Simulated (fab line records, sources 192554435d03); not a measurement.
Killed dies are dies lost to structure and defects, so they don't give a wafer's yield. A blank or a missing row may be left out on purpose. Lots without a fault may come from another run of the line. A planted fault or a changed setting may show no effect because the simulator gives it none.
A struck lot beside a sound one | flow n5_finfet | 16 steps out of a route of 1938
Sound: wafers L872.1, L872.2, L872.3. Struck: wafer L876.1. (L876.2 of the same lot was not struck and is left out.) The cause comes at the end.
At each step with rows: each side's tool, then ch and its chambers, then its first start. Under that, the readings that differ: sound wafers | struck wafers | difference of the means | sigmas: that difference in standard deviations of wafers without a fault.
alike: readings whose means differ by less than 2 such deviations, and words and numbers that are the same on both sides. not compared: withheld readings, readings that some wafer has no value for, bounds like >300 that may hide the same value, and numbers for which the record gives no deviation and whose values overlap.
The two part at a step that has a row with sigmas, a row that says differs or no value, or rows on one side only. Numbers that don't overlap but have no deviation are shown without sigmas and don't part them. A reading that every wafer of one side lacks parts them only if that side has two wafers or more.

N5_FIN_CUT_PRECLEAN_35: cleans in vHF, time 13.3 s.
  sound on vapor_etch-01 ch 0,1, day 3 21:37; struck on vapor_etch-02 ch 0, day 4 23:44
  alike: drypump_motor_current_A
N5_FIN_CUT_CUT_ETCH_15: etches Si in HBr/Cl2/O2, target depth 100 nm, bt time 10 s, time 42.4 s.
  sound on rie_si-01 ch 0,2,3, day 3 21:41; struck on rie_si-03 ch 1, day 4 23:49
  alike: drypump_motor_current_A, oes_product_au, throttle_valve_pct
  not compared: rf_fwd_power_W, rf_hours_counter_h
N5_FIN_CUT_CUT_ETCH_28: etches Si in HBr/Cl2/O2, target depth 6 nm, time 2.4 s.
  sound on rie_si-01 ch 0,2,3, day 3 21:45; struck on rie_si-03 ch 1, day 4 23:52
  alike: drypump_motor_current_A, oes_product_au, throttle_valve_pct
  not compared: rf_fwd_power_W, rf_hours_counter_h
N5_FIN_CUT_STRIP_22: strips in N2/H2.
  sound on rie_diel-02 ch 1,2,3, day 3 21:51; struck on rie_diel-01 ch 2, day 4 23:58
  reading                     | sound          | struck | difference | sigmas
  drypump_motor_current_A (A) | 6.1 6.1 6.6    | 5.5    | -0.8       | -2
  oes_product_au (a.u.)       | 0.70 0.68 0.75 | 0.98   | +0.27      | +3
  rf_hours_counter_h (h)      | 223 213 141    | 2      | -190       |
  rf_vpp_V (V)                | 50.5 56.4 54.6 | 59.4   | +5.6       | +2
  alike: showerhead_plenum_p_Torr, throttle_valve_pct
then, 3 steps without rows for these wafers: N5_FIN_CUT_PRECLEAN_36 (cleans in O3/DIW, time 60 s); N5_FIN_CUT_SRD_32 (time 30 s); N5_FIN_CUT_UV_OZONE_34 (time 120 s).
N5_FIN_CUT_INSPECT_17: inspects for defects (brightfield).
  sound on defect_inspect-02, day 3 22:01; struck on defect_inspect-01, day 5 00:07
  alike: raw_defect_count
then, 1 step without rows for these wafers: N5_STI_FIN_REVEAL_ALD_00 (deposits SiO2, target thk 1 nm, pulse time 1 s).
N5_STI_FIN_REVEAL_ALD_14: deposits Si3N4, target thk 3 nm.
  sound on ald_sin-03 ch 0,1,2, day 3 22:26; struck on ald_sin-02 ch 1, day 5 00:12
  reading               | sound       | struck | difference | sigmas
  heater_power_w (W)    | 905 763 702 | 999    | +209       | +2
  since_wet_clean_h (h) | 62 62 62    | 193    | +131       |
then, 2 steps without rows for these wafers: N5_STI_FIN_REVEAL_FCVD_FILL_01 (material SiO2 flowable, target thk 312 nm, time 512.2 s); N5_STI_FIN_REVEAL_DENSIFY_02 (time 1800 s).
N5_STI_FIN_REVEAL_CMP_04: polishes, stops on Si3N4, t overpolish 4 s, target thk 131.83 nm.
  sound on cmp-04 ch 0,2,3, day 4 03:41; struck on cmp-04 ch 3, day 5 05:17
  reading                | sound      | struck | difference | sigmas
  time_to_endpoint_s (s) | 103 94 104 | 64     | -36        | -6
  alike: motor_current_A, overpolish_run_s, slurry_filter_dp_kPa
N5_STI_FIN_REVEAL_THK_MEAS_05:
  sound on film_metro-01, day 4 03:56; struck on film_metro-02, day 5 05:32
  alike: thk_nm
-- the record jumps here: 5 days lie between the struck wafers' starts before and after (it left off in module STI_FIN_REVEAL and takes up again in module BEOL_M4, whose first step shown is number 1111 of the route) --
N5_BEOL_M4_RC_MEAS_101:
  sound on prober-01 ch 0, day 9 19:45; struck on prober-01 ch 0, day 10 11:35
  alike: DIBL_N, DIBL_P, IOFF_N, IOFF_P, ION_N, ION_P, SS_N, SS_P, VT_N, VT_P
-- the record jumps here: 4 days lie between the struck wafers' starts before and after (it left off in module BEOL_M4 and takes up again in module PASSIVATION, whose first step shown is number 1936 of the route) --
N5_PASSIVATION_PROBE_49:
  sound on prober-02, day 14 04:07; struck on prober-01, day 14 17:35
  reading               | sound       | struck | difference | sigmas
  sort_bin_6_memory (%) | 3.6 1.9 2.6 | 4.5    | +1.8       | +3
  alike: defect_limited_yield, killed_at_M0_to_M3, killed_at_M4_up, killed_at_contacts, killed_at_front_end, killed_at_other, killed_dies, killed_open, killed_short, sort_bin_5_function, sort_n_pass, sort_yield_pct

WHERE THEY PART
First at N5_FIN_CUT_STRIP_22; last, within this record, at N5_PASSIVATION_PROBE_49.

WHY: what the simulator had put in
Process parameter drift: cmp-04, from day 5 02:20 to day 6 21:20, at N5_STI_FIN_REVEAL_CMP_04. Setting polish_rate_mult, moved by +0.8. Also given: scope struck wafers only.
